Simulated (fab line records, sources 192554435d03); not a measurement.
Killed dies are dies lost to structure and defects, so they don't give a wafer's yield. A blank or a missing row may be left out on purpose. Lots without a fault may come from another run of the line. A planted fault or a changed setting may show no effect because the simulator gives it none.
A struck lot beside a sound one | flow n5_finfet | 14 steps out of a route of 1938
Sound: wafers L922.1, L922.3, L922.4. Struck: wafer L930.6. (L930.1, L930.3 of the same lot were not struck and are left out.) The cause comes at the end.
At each step with rows: each side's tool, then ch and its chambers, then its first start. Under that, the readings that differ: sound wafers | struck wafers | difference of the means | sigmas: that difference in standard deviations of wafers without a fault.
alike: readings whose means differ by less than 2 such deviations, and words and numbers that are the same on both sides. not compared: withheld readings, readings that some wafer has no value for, bounds like >300 that may hide the same value, and numbers for which the record gives no deviation and whose values overlap.
The two part at a step that has a row with sigmas, a row that says differs or no value, or rows on one side only. Numbers that don't overlap but have no deviation are shown without sigmas and don't part them. A reading that every wafer of one side lacks parts them only if that side has two wafers or more.

N5_MOL_CONTACT_COAG_SPUTTER_143: material Co, target thk 2.5 nm.
  sound on pvd_sputter-02, day 5 15:59; struck on pvd_sputter-02, day 7 15:41
  alike: throttle_valve_pct
N5_MOL_CONTACT_COAG_CO_FILL_22: material Co, precursor CCTBA/H2, target thk 20 nm.
  sound on cvd_co-02 ch 0,1,2, day 5 16:06; struck on cvd_co-02 ch 2, day 7 15:49
  alike: heater_power_w
N5_MOL_CONTACT_COAG_ANNEAL_113: time 300 s.
  sound on rtp_anneal-02 ch 0, day 5 16:44; struck on rtp_anneal-01 ch 0, day 7 16:25
  reading             | sound             | struck | difference | sigmas
  anneal_temp_c_max   | 402.0 402.0 402.1 | 403.4  | +1.4       | +2
  lamp_power_pct (%)  | 2.890 2.886 2.884 | 2.853  | -0.034     | -2
  lamp_zone_3_pct (%) | 2.886 2.886 2.885 | 2.850  | -0.036     | -2
  alike: lamp_zone_5_pct, wafer_temp_C_max
then, 4 steps without rows for these wafers: N5_MOL_CONTACT_COAG_PRE_CLEAN_142 (time 60 s); N5_MOL_CONTACT_COAG_SPUTTER_130 (material Co, target thk 47.5 nm); N5_MOL_CONTACT_COAG_PRECLEAN_125 (cleans in DIW, time 57.5 s); N5_MOL_CONTACT_COAG_SRD_126 (dry time 32 s).
N5_MOL_CONTACT_COAG_CMP_23: polishes, stops on SiO2, t overpolish 1.5 s, target thk 0 nm.
  sound on cmp-01 ch 0,1,3, day 5 19:04; struck on cmp-03 ch 0, day 7 18:04
  alike: motor_current_A, overpolish_run_s, time_to_endpoint_s
  not compared: pad_life_wafers
then, 2 steps without rows for these wafers: N5_MOL_CONTACT_COAG_WET_ETCH_26 (target Co, target depth 13 nm); N5_MOL_CONTACT_COAG_WET_ETCH_116 (etches the open film in SC1-inhibited, target depth 4.6 nm, rinse time 30 s).
N5_MOL_CONTACT_COAG_ALD_27: deposits SiOC, target thk 17 nm, pulse time 1.5 s, time 2720 s.
  sound on ald_sin-03 ch 0,1,2, day 5 19:53; struck on ald_sin-04 ch 2, day 7 18:50
  reading                                           | sound                | struck | difference | sigmas
  ald_cycles                                        | 340 340 340          | 355    | +15        |
  run_length_s (s)                                  | 2769.6 2769.6 2770.4 | 2889.5 | +119.6     | +99 or more
  time_s (s)                                        | 2720 2720 2720       | 2840   | +120       |
  model.SiOC_of_MOL_CONTACT_COAG_ALD_27.thk_nm (nm) | 17 17 17             | 17.8   | +0.8       |
  alike: heater_power_w, precursor_pulse_height_rel
N5_MOL_CONTACT_COAG_CMP_28: polishes, stops on SiNx, t overpolish 0.85 s, target thk 14.522 nm.
  sound on cmp-02 ch 0,1,2, day 5 21:26; struck on cmp-01 ch 0, day 7 20:25
  reading                | sound        | struck | difference | sigmas
  time_to_endpoint_s (s) | 9.7 11.5 8.3 | 3.1    | -6.7       | -3
  alike: motor_current_A
  not compared: pad_life_wafers
-- the record jumps here: 4 days lie between the struck wafers' starts before and after (it left off in module MOL_CONTACT_COAG and takes up again in module BEOL_M4, whose first step shown is number 1111 of the route) --
N5_BEOL_M4_RC_MEAS_101:
  sound on prober-02 ch 0, day 9 11:04; struck on prober-02 ch 0, day 11 11:14
  alike: DIBL_N, DIBL_P, IOFF_N, IOFF_P, ION_N, ION_P, SS_N, SS_P, VT_N, VT_P
N5_PASSIVATION_PROBE_49:
  the record has rows for the sound wafers here (prober-01, day 14 03:11) and none for the struck ones

WHERE THEY PART
First at N5_MOL_CONTACT_COAG_ANNEAL_113; last, within this record, at N5_PASSIVATION_PROBE_49.

WHY: what the simulator had put in
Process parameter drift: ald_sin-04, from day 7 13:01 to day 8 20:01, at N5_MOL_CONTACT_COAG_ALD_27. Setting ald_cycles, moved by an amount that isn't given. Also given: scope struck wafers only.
